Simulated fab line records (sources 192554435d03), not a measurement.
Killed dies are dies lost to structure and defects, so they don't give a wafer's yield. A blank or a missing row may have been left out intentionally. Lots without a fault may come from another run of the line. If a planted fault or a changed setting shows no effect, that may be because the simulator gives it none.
Chamber matching / flow n5_finfet / 4 sister chambers for N5_ZERO_LAYER_ETCH_17 on rie_diel-06
The step etches SiO2 in CF4, target depth 12 nm, time 13.3 s. 16 wafers are shown with their chamber, then 8 later ones without.

WAFERS PAIRED WITH THEIR CHAMBERS
wafer=L076.2; chamber=1; showerhead_plenum_p_Torr (Torr)=2.14; drypump_motor_current_A (A)=5.0; rf_vpp_V (V)=948
wafer=L076.5; chamber=1; showerhead_plenum_p_Torr (Torr)=2.14; drypump_motor_current_A (A)=5.0; rf_vpp_V (V)=950
wafer=L076.6; chamber=0; showerhead_plenum_p_Torr (Torr)=2.06; drypump_motor_current_A (A)=6.2; rf_vpp_V (V)=944
wafer=L077.2; chamber=3; showerhead_plenum_p_Torr (Torr)=2.25; drypump_motor_current_A (A)=5.7; rf_vpp_V (V)=955
wafer=L077.3; chamber=2; showerhead_plenum_p_Torr (Torr)=2.11; drypump_motor_current_A (A)=5.0; rf_vpp_V (V)=947
wafer=L077.6; chamber=2; showerhead_plenum_p_Torr (Torr)=2.11; drypump_motor_current_A (A)=5.0; rf_vpp_V (V)=947
wafer=L086.1; chamber=2; showerhead_plenum_p_Torr (Torr)=2.10; drypump_motor_current_A (A)=5.0; rf_vpp_V (V)=946
wafer=L086.3; chamber=0; showerhead_plenum_p_Torr (Torr)=2.06; drypump_motor_current_A (A)=6.2; rf_vpp_V (V)=943
wafer=L086.4; chamber=1; showerhead_plenum_p_Torr (Torr)=2.13; drypump_motor_current_A (A)=5.1; rf_vpp_V (V)=947
wafer=L087.3; chamber=0; showerhead_plenum_p_Torr (Torr)=2.06; drypump_motor_current_A (A)=6.3; rf_vpp_V (V)=943
wafer=L087.4; chamber=2; showerhead_plenum_p_Torr (Torr)=2.10; drypump_motor_current_A (A)=5.0; rf_vpp_V (V)=945
wafer=L087.5; chamber=1; showerhead_plenum_p_Torr (Torr)=2.13; drypump_motor_current_A (A)=5.1; rf_vpp_V (V)=948
wafer=L088.1; chamber=2; showerhead_plenum_p_Torr (Torr)=2.10; drypump_motor_current_A (A)=5.0; rf_vpp_V (V)=946
wafer=L088.3; chamber=3; showerhead_plenum_p_Torr (Torr)=2.25; drypump_motor_current_A (A)=5.7; rf_vpp_V (V)=957
wafer=L088.4; chamber=0; showerhead_plenum_p_Torr (Torr)=2.06; drypump_motor_current_A (A)=6.2; rf_vpp_V (V)=944
wafer=L090.1; chamber=2; showerhead_plenum_p_Torr (Torr)=2.10; drypump_motor_current_A (A)=5.0; rf_vpp_V (V)=947

SIGNATURES (means of the wafers above)
reading=showerhead_plenum_p_Torr; chamber 0=2.0600; chamber 1=2.1350; chamber 2=2.1033; chamber 3=2.2500; scatter within a chamber=0.00441
reading=drypump_motor_current_A; chamber 0=6.225; chamber 1=5.050; chamber 2=5.000; chamber 3=5.700; scatter within a chamber=0.0382
reading=rf_vpp_V; chamber 0=943.50; chamber 1=948.25; chamber 2=946.33; chamber 3=956.00; scatter within a chamber=0.961
Rule: distance of a wafer from a chamber = root of the sum over the readings of ((wafer's reading minus chamber's mean) / reading's scatter) squared. If the next closest chamber is less than 2 further off than the closest, the wafer can't be placed; otherwise it belongs to the closest. How the scatter is found: for the shown wafers, subtract from each reading the mean of its chamber, square and add these, divide the total by (wafers less chambers), then take the root.

WAFERS WITHOUT THEIR CHAMBER
wafer=L090.3; showerhead_plenum_p_Torr (Torr)=2.25; drypump_motor_current_A (A)=5.7; rf_vpp_V (V)=956
wafer=L090.5; showerhead_plenum_p_Torr (Torr)=2.10; drypump_motor_current_A (A)=5.0; rf_vpp_V (V)=946
wafer=L094.3; showerhead_plenum_p_Torr (Torr)=2.13; drypump_motor_current_A (A)=5.0; rf_vpp_V (V)=947
wafer=L094.5; showerhead_plenum_p_Torr (Torr)=2.13; drypump_motor_current_A (A)=5.1; rf_vpp_V (V)=947
wafer=L094.6; showerhead_plenum_p_Torr (Torr)=2.10; drypump_motor_current_A (A)=5.0; rf_vpp_V (V)=947
wafer=L095.1; showerhead_plenum_p_Torr (Torr)=2.24; drypump_motor_current_A (A)=5.7; rf_vpp_V (V)=955
wafer=L095.3; showerhead_plenum_p_Torr (Torr)=2.10; drypump_motor_current_A (A)=5.0; rf_vpp_V (V)=946
wafer=L095.6; showerhead_plenum_p_Torr (Torr)=2.10; drypump_motor_current_A (A)=4.9; rf_vpp_V (V)=945

WHICH CHAMBER EACH WENT THROUGH
wafer=L090.3; from the rows above=3; in truth=3
wafer=L090.5; from the rows above=2; in truth=2
wafer=L094.3; from the rows above=1; in truth=1
wafer=L094.5; from the rows above=1; in truth=1
wafer=L094.6; from the rows above=2; in truth=2
wafer=L095.1; from the rows above=3; in truth=3
wafer=L095.3; from the rows above=2; in truth=2
wafer=L095.6; from the rows above=2; in truth=2
Correct placement for 8 of the 8. Can't be placed from these rows: 0. Wrongly placed: 0.
